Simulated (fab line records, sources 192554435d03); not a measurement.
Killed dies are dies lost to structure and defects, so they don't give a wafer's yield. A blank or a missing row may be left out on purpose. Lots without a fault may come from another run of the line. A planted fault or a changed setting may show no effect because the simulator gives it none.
Problem report in the 8D (eight disciplines) form, filled by code | flow n5_finfet | the parts of the form that need people (team, actions taken, sign-off) are left out
Where a reading is given only as a bound, like >300, the bound stands for it, and a mean or a difference that rests on one is marked > or <: the true number lies beyond.

1. THE PROBLEM
raw_defect_count at N5_BEOL_M15_INSPECT_55 reads a mean of 882 on 9 wafers of 3 lots; wafers without a fault read 70 with a standard deviation of 23. That is +35 standard deviations from the usual mean.
The step: inspects for defects (darkfield).
First seen on wafer L411.1, day 15 03:53, on defect_inspect-02. The record holds 15 wafers of 5 lots with a number at this step. Rule for "out", or "out of limits": more than 4 standard deviations from the usual mean. The other wafers with a number count as sound.

2. WHAT IT IS AND WHAT IT IS NOT
question                    | is                                   | is not
which readings at this step | raw_defect_count                     | -
which lots                  | L411, L412, L414                     | L404, L418
which wafers of those lots  | all that have a number               | -
read on which gauges        | defect_inspect-01, defect_inspect-02 | -
when                        | from day 15 03:53                    | up to then (3 sound wafers); but 3 sound wafers of L418 came after

3. SUSPECTS, AND WHAT RULES EACH OUT
Counting: a tool at a process step up to the reading stays a suspect if it ran every lot that is out and no sound lot after the first of them.
- the gauge at N5_BEOL_M15_INSPECT_55: ruled out. The wafers that are out were read on 2 gauges (defect_inspect-01, defect_inspect-02).
- cmp-02 at N5_BEOL_M15_CMP_49 (polishes, stops on SiO2, t overpolish 4.9 s, target thk 850 nm): kept. It ran every lot that is out, first L411 (day 15 03:28), and no sound lot after that; its last sound lot up to then is L404 (day 13 13:54).
Left after counting: cmp-02 at N5_BEOL_M15_CMP_49.

4. THE CAUSE (what the simulator had put in)
Chamber particle source: cmp-02, from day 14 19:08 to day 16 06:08, at N5_BEOL_M15_CMP_49. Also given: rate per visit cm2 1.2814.
Counting left only this tool.

5. THE CHAIN OF EFFECTS, in route order
Each row: a reading whose mean over the struck wafers that have a number lies more than 3 standard deviations from the usual. Only readings for which the record gives a usual standard deviation are gone through. hours: the time from each lot's start at the first step in this table that gives one to its start at this step, as a median over the lots. sigmas: the change in usual standard deviations.
hours | step                        | reading              | usual  | on struck wafers | change | sigmas
0     | N5_BEOL_M15_INSPECT_55      | raw_defect_count     | 70     | 882              | +812   | +35
4     | N5_MIM_TOP_LITHO_INSPECT_12 | raw_defect_count     | 2.1    | >300             | >+298  | +99 or more
14    | N5_PASSIVATION_PROBE_49     | defect_limited_yield | 91.1 % | 45.5             | -45.6  | -30
14    | N5_PASSIVATION_PROBE_49     | killed_at_M4_up      | 13     | 569              | +556   | +99 or more
14    | N5_PASSIVATION_PROBE_49     | killed_dies          | 105    | 643              | +538   | +32
14    | N5_PASSIVATION_PROBE_49     | killed_on_rim        | 13     | 83               | +70    | +17
14    | N5_PASSIVATION_PROBE_49     | sort_bin_5_function  | 5.1 %  | 34.9             | +29.8  | +31
14    | N5_PASSIVATION_PROBE_49     | sort_bin_6_memory    | 3.4 %  | 16.0             | +12.6  | +18
14    | N5_PASSIVATION_PROBE_49     | sort_n_pass          | 1075   | 537              | -538   | -32
14    | N5_PASSIVATION_PROBE_49     | sort_yield_pct       | 91.1 % | 45.5             | -45.6  | -30
The process steps in it:
- N5_PASSIVATION_PROBE_49

6. WHAT WOULD HAVE CAUGHT IT SOONER
In this record the first reading out of limits at a measuring or inspecting step was taken at day 15 03:53, 9 hours after the fault began at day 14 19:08.
Of the tool readings at N5_BEOL_M15_CMP_49 for which the record gives a usual standard deviation, none was out on any struck wafer, so an alarm limit of 4 standard deviations on them would not have fired.
Of the lots that are out (3), L412, L414 began N5_BEOL_M15_CMP_49 on cmp-02 after day 15 03:53. A hold on the tool at that time would have spared those 2.
